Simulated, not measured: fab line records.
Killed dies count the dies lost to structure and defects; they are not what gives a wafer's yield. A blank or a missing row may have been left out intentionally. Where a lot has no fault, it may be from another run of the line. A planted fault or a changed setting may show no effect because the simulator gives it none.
fab line records | flow n5-finfet
record: lots: 7 wafers: 18 last-day: 17
route steps=1938 shown BEOL_M11@1560 PASSIVATION@1936
lots that met no fault: taken from a fault-free run of the same line
start-h: the number of hours between the record's first day and the start of the first shown wafer of the lot | wait-h: hours from the lot's prior step to this one | " unchanged from the row above | L1.1+2: a single row standing in for several wafers | - no value, or no start given | * or withheld: withheld | < > ~ a bound
route shown NAME@n: a module of which the file shows steps, and the number in the route of the first | usual: mean/standard deviation of fault-free wafers | same: alike in all rows | chamber/n: place in a boat | sites: per-site readings | _std_site: their standard deviation | _edge_site: the outer-site mean with the inner-site mean subtracted | radius-mm: for every site, how far away it sits from the centre of the wafer | mask NAME#n: copy n | behind: the tool/chamber that last shaped the wafer | hold: why the lot went on hold/how many hours it stayed there/how the hold came to an end | device: names the non-switching transistor (n, p or np) | end of line: the same wafers' tests at the end of the route | where a step has no rows: the recipe by itself | killed: dies that structure and defects cost at the first sort, which is not the same as the wafer's yield | map: shows each die of a wafer: x if killed, . if not, _ if none is there
set.NAME: the run value of the setting; set.NAME@STEP: its run value at that earlier step | model.NAME: the simulator's own value behind a step, which no gauge read
a table for each step, a row for each wafer; lots at some steps of the route
services: when a tool's chamber went out of use (start-h, in hours from the record's first day, below 0 if earlier), for how many hours, and the reason
== steps ==
step: N5_BEOL_M11_COAT_63
recipe: resist: SOC temp-c: 250 time-s: 60 spin-rpm: 1500 resist-thk-nm: 100
step: N5_BEOL_M11_COAT_64
recipe: resist: SiARC temp-c: 220 time-s: 60 spin-rpm: 1500 resist-thk-nm: 30
step: N5_BEOL_M11_COAT_22
recipe: resist: CAR-ArF spin-rpm: 1500 resist-thk-nm: 90
step: N5_BEOL_M11_EBR_24
recipe: solvent: PGMEA ebr-width-mm: 1.5
step: N5_BEOL_M11_SOFTBAKE_23
recipe: temp-c: 110 time-s: 60 resist: CAR-ArF
step: N5_BEOL_M11_EXPOSE_25
recipe: mask-id: V10 na: 1.35 source-shape: annular sigma-inner: 0.5 sigma-outer: 0.8 polarization: unpolarized dose-mj: 85.5
step: N5_BEOL_M11_PEB_26
recipe: peb-temp-c: withheld peb-time-s: 60 resist: CAR-ArF
step: N5_BEOL_M11_DEVELOP_27
recipe: develop-time-s: 30 developer: TMAH resist: CAR-ArF rinse-liquid: diw dry: air-spin dev-temp-c: 23
step: N5_BEOL_M11_CD_MEAS_28
recipe: target-cd-nm: 70 landing-energy-ev: 500 detector: se-inlens polarity: opening
usual: cd-nm: 70.1/1.6
columns lot.wafer tool chamber start-h wait-h cd-nm
L882.2 cd-sem-01 0 235.39 - 70.7
L882.4 " 0 " " 70.3
L882.6 " 0 " " 70.0
L886.1 cd-sem-02 0 263.66 - 69.7
L886.2 " 0 " " 67.7
L886.3 " 0 " " 69.0
L888.1 cd-sem-03 0 270.91 - 70.0
L888.4 " 0 " " 72.7
L888.6 " 0 " " 71.8
L891.4 cd-sem-01 0 302.63 - 69.3
L891.5 " 0 " " 69.6
L891.6 " 0 " " 68.5
L900.5 cd-sem-02 0 357.22 - 70.3
L900.6 " 0 " " 69.4
L898.2 cd-sem-01 0 357.38 - 68.2
L898.6 " 0 " " 69.3
L901.2 cd-sem-03 0 365.09 - 68.5
L901.6 " 0 " " 67.9
step: N5_BEOL_M11_OVL_MEAS_29
recipe: points-per-wafer: 44
usual: V10_OVL: 0.3/0.83
columns lot.wafer tool chamber start-h wait-h V10_OVL[nm]
L882.2 overlay-02 0 235.42 0.0 -1.2
L882.4 " 0 " " -1.1
L882.6 " 0 " " 0.0
L886.1 overlay-02 0 263.69 0.0 -0.5
L886.2 " 0 " " -0.2
L886.3 " 0 " " 0.6
L888.1 overlay-02 0 270.94 0.0 0.2
L888.4 " 0 " " 1.0
L888.6 " 0 " " 0.3
L891.4 overlay-02 0 302.71 0.1 1.1
L891.5 " 0 " " -0.1
L891.6 " 0 " " 1.0
L900.5 overlay-02 0 357.24 0.0 -1.4
L900.6 " 0 " " -1.5
L898.2 overlay-01 0 357.41 0.0 1.0
L898.6 " 0 " " 0.7
L901.2 overlay-02 0 365.12 0.0 0.1
L901.6 " 0 " " 0.6
step: N5_BEOL_M11_INSPECT_30
recipe: mode: adi inspect-instrument: brightfield
usual: raw-defect-count: 430/110
columns lot.wafer tool chamber start-h wait-h raw-defect-count
L882.2 defect-inspect-02 - 235.44 0.0 295
L882.4 " - " " 394
L882.6 " - " " 491
L886.1 defect-inspect-02 - 263.71 0.0 286
L886.2 " - " " 397
L886.3 " - " " 433
L888.1 defect-inspect-02 - 270.97 0.0 426
L888.4 " - " " 361
L888.6 " - " " 359
L891.4 defect-inspect-01 - 302.73 0.0 312
L891.5 " - " " 359
L891.6 " - " " 328
L900.5 defect-inspect-02 - 357.27 0.0 319
L900.6 " - " " 372
L898.2 defect-inspect-01 - 357.43 0.0 567
L898.6 " - " " 450
L901.2 defect-inspect-01 - 365.15 0.0 357
L901.6 " - " " 391
step: N5_BEOL_M11_DESCUM_33
recipe: chemistry: O2 time-s: 7.9 source-power-w: 50 bias-power-w: 20 pressure-mtorr: 20 rf-frequency-hz: 2.712e+07 temp-c: 40 resist: CAR-ArF o2-flow-sccm: 225
usual: bias-power-w: 20.00/0.057 drypump-motor-current-A: 5.7/0.52 oes-product-au: 0.81/0.07 rf-vpp-V: 243.6/1.4 showerhead-plenum-p-Torr: 2.13/0.081 throttle-valve-pct: 20.33/0.28
columns lot.wafer tool chamber start-h wait-h bias-power-w drypump-motor-current-A oes-product-au rf-hours-counter-h rf-vpp-V showerhead-plenum-p-Torr throttle-valve-pct
L882.2 rie-diel-05 1 235.62 0.2 19.95 6.3 0.69 241 243.0 2.15 20.82
L882.4 " 3 " " 19.95 5.3 0.83 73 242.7 2.12 20.21
L882.6 " 3 " " 19.93 5.2 0.84 - 243.1 2.12 20.21
L886.1 rie-diel-03 0 263.74 0.0 20.01 6.1 0.85 41 242.4 2.05 20.49
L886.2 " 1 " " 20.11 5.3 0.79 85 244.9 2.23 20.56
L886.3 " 3 " " 20.11 5.3 0.94 4 242.1 2.07 20.31
L888.1 rie-diel-03 0 271.00 0.0 19.96 6.1 0.86 44 242.5 2.05 20.50
L888.4 " 3 " " 20.06 5.2 0.94 7 242.6 2.07 20.30
L888.6 " 2 " " 19.99 5.7 0.83 - 244.0 2.24 20.49
L891.4 rie-diel-04 1 303.01 0.3 20.01 6.2 0.81 102 245.4 2.19 20.46
L891.5 " 1 " " 19.96 6.1 0.82 - 244.8 2.19 20.46
L891.6 " 0 " " 20.02 5.3 0.86 - 245.0 2.19 19.71
L900.5 rie-diel-04 3 357.53 0.3 19.91 5.1 0.76 - 243.1 2.02 20.03
L900.6 " 0 " " 19.97 5.3 0.84 - 245.2 2.19 19.72
L898.2 rie-diel-04 2 358.29 0.9 19.99 6.7 0.72 205 240.9 1.98 20.53
L898.6 " 0 " " 20.02 5.3 0.83 - 245.0 2.19 19.73
L901.2 rie-diel-04 3 365.18 0.0 20.10 5.1 0.75 137 241.6 2.02 20.05
L901.6 " 1 " " 19.95 6.1 0.79 - 243.5 2.19 20.49
step: N5_BEOL_M11_ETCH_65
recipe: chemistry: CF4 target: SiARC target-depth-a: 390 mask-material: CAR-ArF time-s: 65 ion-energy-ev: 80 pressure-mtorr: 40 source-w: 545 bias-w: 36 Ar_flow_sccm: 100 cf4-flow-sccm: 100 ends: cleared
usual: bias-w: 36.00/0.12 drypump-motor-current-A: 5.7/0.53 etch-rf-on-time-s: 65.7/1.8 oes-product-au: 0.68/0.058 rf-vpp-V: 184.5/1.2 showerhead-plenum-p-Torr: 2.18/0.07 throttle-valve-pct: 15.50/0.21
columns lot.wafer tool chamber start-h wait-h bias-w drypump-motor-current-A etch-rf-on-time-s oes-product-au rf-hours-counter-h rf-vpp-V showerhead-plenum-p-Torr throttle-valve-pct
L882.2 rie-diel-05 1 235.65 0.0 36.02 6.4 66.2 0.58 241 183.4 2.19 15.92
L882.4 " 3 " " 35.92 5.2 66.0 0.71 73 184.8 2.18 15.52
L882.6 " 3 " " 35.91 5.2 65.6 0.70 - 183.3 2.18 15.51
L886.1 rie-diel-03 0 263.78 0.0 36.05 6.1 64.1 0.76 41 184.0 2.10 15.56
L886.2 " 1 " " 35.96 5.3 68.0 0.67 85 186.3 2.25 15.56
L886.3 " 3 " " 35.97 5.2 64.8 0.81 4 184.4 2.12 15.41
L888.1 rie-diel-03 0 271.03 0.0 36.06 6.1 64.1 0.75 44 182.5 2.10 15.56
L888.4 " 3 " " 36.24 5.2 65.6 0.80 7 183.3 2.12 15.40
L888.6 " 2 " " 35.90 5.7 65.2 0.71 - 185.2 2.25 15.40
L891.4 rie-diel-04 1 303.04 0.0 36.03 6.1 67.5 0.68 102 184.9 2.23 15.60
L891.5 " 1 " " 36.06 6.1 67.5 0.67 - 185.9 2.23 15.60
L891.6 " 0 " " 36.10 5.3 63.7 0.72 - 184.5 2.25 15.07
L900.5 rie-diel-04 3 357.57 0.0 35.84 5.1 68.9 0.63 - 183.3 2.08 15.38
L900.6 " 0 " " - 5.3 119.0 0.57 - 185.0 2.24 15.11
L898.2 rie-diel-04 2 358.33 0.0 35.88 6.6 64.5 0.63 205 183.8 2.04 15.80
L898.6 " 0 " " - 5.3 121.0 0.57 - 183.4 2.24 15.09
L901.2 rie-diel-04 3 365.22 0.0 36.18 5.1 69.2 0.63 137 182.2 2.08 15.39
L901.6 " 1 " " - 6.1 125.0 0.55 - 186.0 2.23 15.63
step: N5_BEOL_M11_ETCH_66
recipe: chemistry: N2/H2 target: SOC target-depth-a: 1200 overetch-a: 240 mask-material: SiARC temp-c: 40 time-s: 180 ion-energy-ev: 200 pressure-mtorr: 30 source-w: 840 bias-w: 150 n2-flow-sccm: 200 h2-flow-sccm: 200
usual: bias-w: 150.0/0.46 drypump-motor-current-A: 5.7/0.53 oes-product-au: 0.65/0.05 rf-vpp-V: 524.9/2.7 showerhead-plenum-p-Torr: 2.58/0.097 throttle-valve-pct: 17.70/0.29
columns lot.wafer tool chamber start-h wait-h bias-w drypump-motor-current-A oes-product-au rf-hours-counter-h rf-vpp-V showerhead-plenum-p-Torr throttle-valve-pct
L882.2 rie-diel-05 1 235.70 0.0 148.9 6.4 0.56 241 526.3 2.63 18.36
L882.4 " 3 " " 150.0 5.3 0.67 73 525.5 2.60 17.81
L882.6 " 3 " " 149.8 5.3 0.67 - 525.7 2.60 17.82
L886.1 rie-diel-03 0 263.83 0.0 149.2 6.1 0.70 41 522.5 2.48 17.76
L886.2 " 1 " " 149.7 5.3 0.65 85 528.0 2.69 17.93
L886.3 " 3 " " 149.5 5.2 0.75 4 522.6 2.48 17.45
L888.1 rie-diel-03 0 271.08 0.0 149.9 6.1 0.70 44 524.3 2.48 17.78
L888.4 " 3 " " 150.5 5.2 0.75 7 522.2 2.48 17.48
L888.6 " 2 " " 148.7 5.7 0.67 - 527.1 2.68 17.74
L891.4 rie-diel-04 1 303.09 0.0 149.7 6.2 0.65 102 527.6 2.66 17.91
L891.5 " 1 " " 150.4 6.1 0.65 - 526.4 2.66 17.90
L891.6 " 0 " " 150.2 5.3 0.68 - 526.8 2.67 17.08
L900.5 rie-diel-04 3 357.66 0.1 149.7 5.1 0.62 - 521.6 2.44 17.46
L900.6 " 0 " " 149.5 5.3 0.66 - 528.3 2.66 17.12
L898.2 rie-diel-04 2 358.38 0.0 149.8 6.7 0.59 205 519.9 2.41 17.93
L898.6 " 0 " " 149.6 5.3 0.65 - 528.4 2.66 17.11
L901.2 rie-diel-04 3 365.27 0.0 149.1 5.1 0.61 137 521.7 2.43 17.49
L901.6 " 1 " " 150.2 6.2 0.64 - 528.6 2.66 17.95
step: N5_PASSIVATION_PROBE_49
usual: defect-limited-yield: 91.4/1.4 killed_at_M0_to_M3: 33/10 killed_at_M4_up: 14/6.1 killed-at-contacts: 14/6.1 killed-at-front-end: 38/9.7 killed-at-other: 3.1/2.9 killed-dies: 102/17 killed-open: 67/13 killed-short: 32/8 sort_bin_5_function: 5.1/0.94 sort_bin_6_memory: 3.2/0.68 sort_bin_8_speed: 0.02/0.17 sort-n-pass: 1078/17 sort-yield-pct: 91.3/1.5
same: gross-dies: 1180 killed-at-back-side: 0 sort_bin_4_leakage[%]: 0
columns lot.wafer tool chamber start-h wait-h defect-limited-yield[%] killed_at_M0_to_M3 killed_at_M4_up killed-at-contacts killed-at-front-end killed-at-other killed-dies killed-open killed-short sort_bin_5_function[%] sort_bin_6_memory[%] sort_bin_8_speed[%] sort-n-pass sort-yield-pct[%]
L886.1 prober-01 - 310.29 0.0 89.7 31 22 20 44 5 122 88 32 5.8 4.0 0.59 1051 89.1
L886.2 prober-01 - 310.34 0.1 90.9 27 18 22 37 3 107 77 28 5.5 3.4 0 1073 90.9
L886.3 prober-01 - 310.39 0.1 90.4 27 32 18 35 1 113 86 25 5.5 3.6 0 1067 90.4
L888.1 prober-01 - 322.83 0.0 91.4 30 24 10 37 0 101 69 27 4.7 3.5 0 1079 91.4
L888.4 prober-01 - 322.98 0.2 92.2 27 17 12 32 4 92 60 29 4.3 3.1 0 1088 92.2
L888.6 prober-01 - 323.08 0.3 89.6 33 34 12 42 2 123 86 33 6.2 3.7 0 1057 89.6
L891.4 prober-02 - 352.26 0.2 89.9 35 14 22 45 3 119 87 31 5.9 3.8 0 1061 89.9
L891.5 prober-02 - 352.31 0.2 89.6 37 14 31 41 0 123 86 36 6.4 3.6 0 1057 89.6
L891.6 prober-02 - 352.36 0.3 91.1 24 24 20 37 0 105 68 34 4.9 3.6 0 1075 91.1
L898.2 prober-02 - 405.53 0.1 90.2 40 4 17 54 1 116 80 36 5.9 3.5 0 1064 90.2
L898.6 prober-02 - 405.73 0.3 91.2 26 7 20 48 3 104 75 28 5.3 3.2 0 1076 91.2
L901.2 prober-01 - 408.23 0.1 93.4 26 9 12 29 2 78 53 23 3.7 2.6 0 1102 93.4
L901.6 prober-01 - 408.43 0.3 94.7 23 7 3 29 1 63 45 17 3.1 1.9 0 1117 94.7
killed by level:class
L886.1 MOL_CONTACT_COAG:geometric-particle:open=17 FIN_SAQP:geometric-particle:open=9 STI_FIN_REVEAL:geometric-particle:open=9 BEOL_M3:geometric-particle:open=9 BEOL_M4:geometric-particle:open=8 BEOL_M0_SAQP:geometric-particle:short=7 DUMMY_GATE:geometric-particle:open=6 FIN_SAQP:geometric-particle:short=5
L886.2 MOL_CONTACT_COAG:geometric-particle:open=14 STI_FIN_REVEAL:geometric-particle:open=11 BEOL_M4:geometric-particle:open=10 FIN_SAQP:geometric-particle:open=8 MOL_CONTACT_COAG:geometric-particle:short=8 BEOL_M1:geometric-particle:open=7 BEOL_M3:geometric-particle:open=7 BEOL_M0_SAQP:geometric-particle:open=5
L886.3 BEOL_M4:geometric-particle:open=21 MOL_CONTACT_COAG:geometric-particle:open=13 BEOL_M1:geometric-particle:open=8 FIN_SAQP:geometric-particle:open=7 STI_FIN_REVEAL:geometric-particle:open=7 BEOL_M3:geometric-particle:open=7 GATE_CUT:geometric-particle:short=5 MOL_CONTACT_COAG:geometric-particle:short=5
L888.1 FIN_SAQP:geometric-particle:short=9 MOL_CONTACT_COAG:geometric-particle:open=9 BEOL_M4:geometric-particle:open=9 BEOL_M3:geometric-particle:open=8 BEOL_M1:geometric-particle:open=6 FIN_SAQP:geometric-particle:open=5 STI_FIN_REVEAL:geometric-particle:open=5 BEOL_M2:geometric-particle:open=5
L888.4 MOL_CONTACT_COAG:geometric-particle:open=10 BEOL_M3:geometric-particle:open=8 FIN_SAQP:geometric-particle:open=6 BEOL_M4:geometric-particle:open=6 STARTING-WAFER:geometric-particle:short=5 STI_FIN_REVEAL:geometric-particle:open=4 GATE_CUT:geometric-particle:short=4 BEOL_M0_SAQP:geometric-particle:short=4
L888.6 BEOL_M4:geometric-particle:open=22 MOL_CONTACT_COAG:geometric-particle:open=10 FIN_SAQP:geometric-particle:short=8 BEOL_M1:geometric-particle:open=7 STI_FIN_REVEAL:geometric-particle:open=7 BEOL_M0_SAQP:geometric-particle:open=7 FIN_SAQP:geometric-particle:open=6 BEOL_M0_SAQP:geometric-particle:short=5
L891.4 MOL_CONTACT_COAG:geometric-particle:open=19 BEOL_M1:geometric-particle:open=12 GATE_CUT:geometric-particle:open=9 FIN_SAQP:geometric-particle:open=8 FIN_SAQP:geometric-particle:short=7 BEOL_M3:geometric-particle:open=7 DUMMY_GATE:geometric-particle:open=6 BEOL_M2:geometric-particle:open=5
L891.5 MOL_CONTACT_COAG:geometric-particle:open=22 STI_FIN_REVEAL:geometric-particle:open=12 FIN_SAQP:geometric-particle:short=10 DUMMY_GATE:geometric-particle:open=9 MOL_CONTACT_COAG:geometric-particle:short=9 BEOL_M0_SAQP:geometric-particle:open=7 BEOL_M3:geometric-particle:open=6 BEOL_M4:geometric-particle:open=5
L891.6 MOL_CONTACT_COAG:geometric-particle:open=17 STI_FIN_REVEAL:geometric-particle:open=10 FIN_SAQP:geometric-particle:short=9 BEOL_M4:geometric-particle:open=8 BEOL_M2:geometric-particle:open=7 BEOL_M0_SAQP:geometric-particle:open=6 BEOL_M4:geometric-particle:short=6 STI_FIN_REVEAL:geometric-particle:short=4
L898.2 FIN_SAQP:geometric-particle:open=19 FIN_SAQP:geometric-particle:short=15 MOL_CONTACT_COAG:geometric-particle:open=15 BEOL_M0_SAQP:geometric-particle:open=13 BEOL_M0_SAQP:geometric-particle:short=11 BEOL_M2:geometric-particle:open=10 DUMMY_GATE:geometric-particle:open=6 GATE_CUT:geometric-particle:short=4
L898.6 MOL_CONTACT_COAG:geometric-particle:open=18 FIN_SAQP:geometric-particle:open=14 STI_FIN_REVEAL:geometric-particle:open=8 FIN_SAQP:geometric-particle:short=7 BEOL_M0_SAQP:geometric-particle:open=7 DUMMY_GATE:geometric-particle:short=5 BEOL_M1:geometric-particle:open=5 DUMMY_GATE:geometric-particle:open=4
L901.2 BEOL_M1:geometric-particle:open=12 MOL_CONTACT_COAG:geometric-particle:open=10 FIN_SAQP:geometric-particle:open=5 GATE_CUT:geometric-particle:short=5 BEOL_M2:geometric-particle:open=5 FIN_SAQP:geometric-particle:short=3 DUMMY_GATE:geometric-particle:open=3 ILD0:geometric-particle:open=3
L901.6 FIN_SAQP:geometric-particle:open=9 STI_FIN_REVEAL:geometric-particle:open=9 BEOL_M2:geometric-particle:open=6 BEOL_M0_SAQP:geometric-particle:short=4 BEOL_M0_SAQP:geometric-particle:open=4 BEOL_M1:geometric-particle:open=4 DUMMY_GATE:geometric-particle:open=2 ILD0:geometric-particle:open=2
== services ==
columns tool chamber start-h hours kind
rie-diel-03 3 224.30 - clean
rie-diel-03 3 224.30 - consumable-replace:focus-ring
rie-diel-03 3 224.30 24.5 scheduled-down
rie-diel-03 3 224.30 24.5 vent-cycle
rie-diel-05 1 261.35 - clean
rie-diel-05 1 261.35 - consumable-replace:focus-ring
rie-diel-05 1 261.35 15.8 scheduled-down
rie-diel-05 1 261.35 15.8 vent-cycle
rie-diel-03 - 280.32 19.4 repair
rie-diel-03 - 299.88 14.6 pm
rie-diel-04 - 301.97 0.1 repair
rie-diel-03 1 325.29 11.4 repair
rie-diel-03 3 338.91 35.9 repair
rie-diel-05 2 355.21 - clean
rie-diel-05 2 355.21 - consumable-replace:focus-ring
rie-diel-05 2 355.21 19.5 scheduled-down
rie-diel-05 2 355.21 19.5 vent-cycle
== key ==
first-sign: step: N5_BEOL_M11_ETCH_65 reading: etch-rf-on-time-s direction: up sigmas: 31 usual: * struck: *
effect none on later readings
met-at N5_BEOL_M11_ETCH_65
struck-wafers L898.6,L900.6,L901.6
onset-between 303.04 357.57
fault: kind: process-parameter-drift tool: rie-diel-04 chamber: - onset-h: 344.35 steps: N5_BEOL_M11_ETCH_65 channel: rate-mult offset: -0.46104 shape: step end-h: 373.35 scope: struck-wafers-only
